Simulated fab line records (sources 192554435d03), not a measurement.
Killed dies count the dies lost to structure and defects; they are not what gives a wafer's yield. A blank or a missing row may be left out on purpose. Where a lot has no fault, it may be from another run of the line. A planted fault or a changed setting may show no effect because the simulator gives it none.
Commonality check across tools | flow n5Finfet | Sample size 10 lots and 30 wafers

WHY THIS WAS OPENED
At N5_MOL_CONTACT_COAG_INSPECT_57 the reading rawDefectCount is flagged on 3 of 10 lots. Fault-free wafers read 182, with a standard deviation of 51.
Rule: flag the lot when none of its wafers has a number, or when each of its wafers that has one lies beyond 4 standard deviations from that mean. The other lots count as sound.

lot  | measured     | on               | rawDefectCount, wafer by wafer | flag
L653 | day 5 04:49  | defectInspect-02 | 194 171 133                    | 
L655 | day 5 16:26  | defectInspect-01 | 195 236 157                    | 
L661 | day 7 00:41  | defectInspect-01 | 1078 983 1066                  | FLAGGED
L664 | day 7 20:46  | defectInspect-01 | 976 910 1040                   | FLAGGED
L665 | day 8 06:17  | defectInspect-01 | 1092 1120 1106                 | FLAGGED
L667 | day 8 15:02  | defectInspect-01 | 157 266 149                    | 
L670 | day 9 11:45  | defectInspect-02 | 236 194 208                    | 
L673 | day 10 02:17 | defectInspect-01 | 146 117 129                    | 
L674 | day 10 04:16 | defectInspect-01 | 139 155 130                    | 
L675 | day 10 17:52 | defectInspect-02 | 229 167 113                    | 
The numbers of the flagged lots are 1041 on average: +859 against the usual, or +17 standard deviations.

WHICH TOOL EACH LOT WENT THROUGH
3 process steps preceding the reading are held in the record, out of 1938 steps in the route. Cell contents, in order: the tool; ch with the chambers the sampled wafers went through; the start.
lot  | flag    | N5_MOL_CONTACT_COAG_PRE_CLEAN_141 | N5_MOL_CONTACT_COAG_PRE_CLEAN_142 | N5_MOL_CONTACT_COAG_PECVD_31
L653 |         | pvdSputter-01, day 4 21:44        | pvdSputter-01, day 5 00:49        | pecvd-03 ch 0,1,2, day 5 04:23
L655 |         | pvdSputter-03, day 5 08:20        | pvdSputter-03, day 5 11:52        | pecvd-02 ch 0,1,2, day 5 15:53
L661 | FLAGGED | pvdSputter-02, day 6 18:21        | pvdSputter-01, day 6 20:26        | pecvd-02 ch 0,1,2, day 7 00:08
L664 | FLAGGED | pvdSputter-02, day 7 13:44        | pvdSputter-03, day 7 15:59        | pecvd-02 ch 0,2, day 7 20:13
L665 | FLAGGED | pvdSputter-02, day 7 20:58        | pvdSputter-03, day 8 01:01        | pecvd-02 ch 0,1,2, day 8 05:52
L667 |         | pvdSputter-03, day 8 07:55        | pvdSputter-02, day 8 10:42        | pecvd-04 ch 0,1, day 8 14:37
L670 |         | pvdSputter-02, day 9 05:13        | pvdSputter-01, day 9 07:42        | pecvd-03 ch 0,1, day 9 11:11
L673 |         | pvdSputter-03, day 9 19:38        | pvdSputter-02, day 9 21:36        | pecvd-04 ch 0,1, day 10 01:52
L674 |         | pvdSputter-01, day 9 20:44        | pvdSputter-02, day 10 00:22       | pecvd-04 ch 1,2, day 10 03:50
L675 |         | pvdSputter-03, day 10 09:34       | pvdSputter-01, day 10 12:47       | pecvd-03 ch 0,2, day 10 17:19
What the steps here do:
- N5_MOL_CONTACT_COAG_PRE_CLEAN_141: time 60 s.
- N5_MOL_CONTACT_COAG_PRE_CLEAN_142: time 60 s.
- N5_MOL_CONTACT_COAG_PECVD_31: deposits SiO2 from TEOS/O2, target thk 46 nm, time 8.9 s.
- N5_MOL_CONTACT_COAG_INSPECT_57: inspects for defects (brightfield).

FLAGGED AGAINST TOTAL, ONE TOOL AT A TIME (gauges that did the reading follow at the end)
step                              | tool             | lots run | flagged | share of the flagged lots | sound lots run after its first flagged lot
N5_MOL_CONTACT_COAG_PRE_CLEAN_141 | pvdSputter-01    | 2        | 0       | none                      | -
N5_MOL_CONTACT_COAG_PRE_CLEAN_141 | pvdSputter-02    | 4        | 3       | all                       | 1 (L670)
N5_MOL_CONTACT_COAG_PRE_CLEAN_141 | pvdSputter-03    | 4        | 0       | none                      | -
N5_MOL_CONTACT_COAG_PRE_CLEAN_142 | pvdSputter-01    | 4        | 1       | some                      | 2 (L670,L675)
N5_MOL_CONTACT_COAG_PRE_CLEAN_142 | pvdSputter-02    | 3        | 0       | none                      | -
N5_MOL_CONTACT_COAG_PRE_CLEAN_142 | pvdSputter-03    | 3        | 2       | some                      | 0
N5_MOL_CONTACT_COAG_PECVD_31      | pecvd-02         | 4        | 3       | all                       | 0
N5_MOL_CONTACT_COAG_PECVD_31      | pecvd-03         | 3        | 0       | none                      | -
N5_MOL_CONTACT_COAG_PECVD_31      | pecvd-04         | 3        | 0       | none                      | -
N5_MOL_CONTACT_COAG_INSPECT_57    | defectInspect-01 | 7        | 3       | all                       | 3 (L667,L673,L674)
N5_MOL_CONTACT_COAG_INSPECT_57    | defectInspect-02 | 3        | 0       | none                      | -

WHAT IS ALLOWED BY THE TABLE
In the table, 3 rows ran each flagged lot (pvdSputter-02 at N5_MOL_CONTACT_COAG_PRE_CLEAN_141; pecvd-02 at N5_MOL_CONTACT_COAG_PECVD_31; defectInspect-01 at N5_MOL_CONTACT_COAG_INSPECT_57).
- pvdSputter-02 at N5_MOL_CONTACT_COAG_PRE_CLEAN_141 ran 4 lots, 3 of them flagged. Sound lots followed the first flagged one (L670) on it, something a lasting fault affecting the whole tool could not allow.
- pecvd-02 at N5_MOL_CONTACT_COAG_PECVD_31 ran 4 lots, 3 of them flagged. A fault beginning between L655 (day 5 15:53), its last sound lot, and L661 (day 7 00:08), its first flagged one, fits the data.
- defectInspect-01 at N5_MOL_CONTACT_COAG_INSPECT_57 ran 7 lots, 3 of them flagged. Sound lots followed the first flagged one (L667, L673, L674) on it, something a lasting fault affecting the whole tool could not allow.
pecvd-02 at N5_MOL_CONTACT_COAG_PECVD_31 is the single tool remaining.

WHAT WAS PUT IN BY THE SIMULATOR
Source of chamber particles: pecvd-02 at N5_MOL_CONTACT_COAG_PECVD_31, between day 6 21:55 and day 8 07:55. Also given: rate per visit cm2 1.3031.
Lots struck among those shown: L661, L664, L665. The same result came from the rule above.
